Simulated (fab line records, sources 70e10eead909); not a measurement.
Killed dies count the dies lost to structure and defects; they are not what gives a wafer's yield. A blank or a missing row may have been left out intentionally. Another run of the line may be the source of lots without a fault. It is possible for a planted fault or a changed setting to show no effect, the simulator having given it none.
Problem report in the 8D (eight disciplines) form, filled by code    flow nand-harc    the parts of the form that need people (team, actions taken, sign-off) are left out

## 1. PROBLEM STATEMENT
At NHARC_P_M0_PEB_07, plate-temp-C averages 96.58 C over 9 wafers from 3 lots, while fault-free wafers read 100.02 C, standard deviation 0.14. Measured from the usual mean, that is -25 standard deviations.
The step: peb time 65 s.
Earliest sighting: wafer L603.2 on litho-track-01 at day 7 22:43. At this step, 45 wafers from 15 lots have a number in the record. Rule for "out", or "out of limits": more than 4 standard deviations from the usual mean. All remaining wafers that have a number are taken as sound.

## 2. WHAT IT IS AND WHAT IT IS NOT
question                     is                                  is not
which readings at this step  plate-temp-C, heater-power-total-W  -
which lots                   L603, L605, L608                    L596, L597, L598, L599, L600, L610, L611, L614, L615, L616, L617, L618
which wafers of those lots   all that have a number              -
read on which tools          litho-track-01                      litho-track-04, litho-track-06
when                         from day 7 22:43                    up to then (15 sound wafers); but 21 sound wafers of L610, L611, L614, L615, L616, L617, L618 came after

## 3. WHAT RULES OUT EACH SUSPECT
Counting: a tool at any process step up to the reading remains a suspect when it ran all the lots that are out and ran no sound lot after the first of those.
- litho-track-01 at NHARC_P_M0_PEB_07 (peb time 65 s): kept. All lots that are out passed through it, beginning with L603 at day 7 22:43, and no sound lot followed; its final sound lot before that point was L597 at day 6 20:12. On those wafers its own readings are out: heater-power-total-W, plate-temp-C.
The count leaves litho-track-01 at NHARC_P_M0_PEB_07.

## 4. THE CAUSE (what the simulator had put in)
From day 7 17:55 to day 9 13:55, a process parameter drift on litho-track-01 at NHARC_P_M0_PEB_07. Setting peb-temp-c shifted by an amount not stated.
After counting, this tool was the only one left.

## 5. THE EFFECT CHAIN, in route order
Each row: a reading where the mean over the struck wafers with a number is more than 3 standard deviations away from the usual. Scope: only readings with a usual standard deviation given in the record; hours: median across lots of the time from each lot's start at the first step in this table that gives one to its start at this step; sigmas: change in usual standard deviations.
hours  step               reading               usual     on struck wafers  change  sigmas
0      NHARC_P_M0_PEB_07  heater-power-total-W  156.5 W   149.0             -7.5    -19
0      NHARC_P_M0_PEB_07  plate-temp-C          100.02 C  96.58             -3.44   -25
Its process steps:
- NHARC_P_M0_PEB_07: peb time 65 s.

## 6. HOW IT WOULD HAVE BEEN CAUGHT EARLIER
In this record the first reading out of limits was taken at day 7 22:43, 5 hours after the fault began at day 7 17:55.
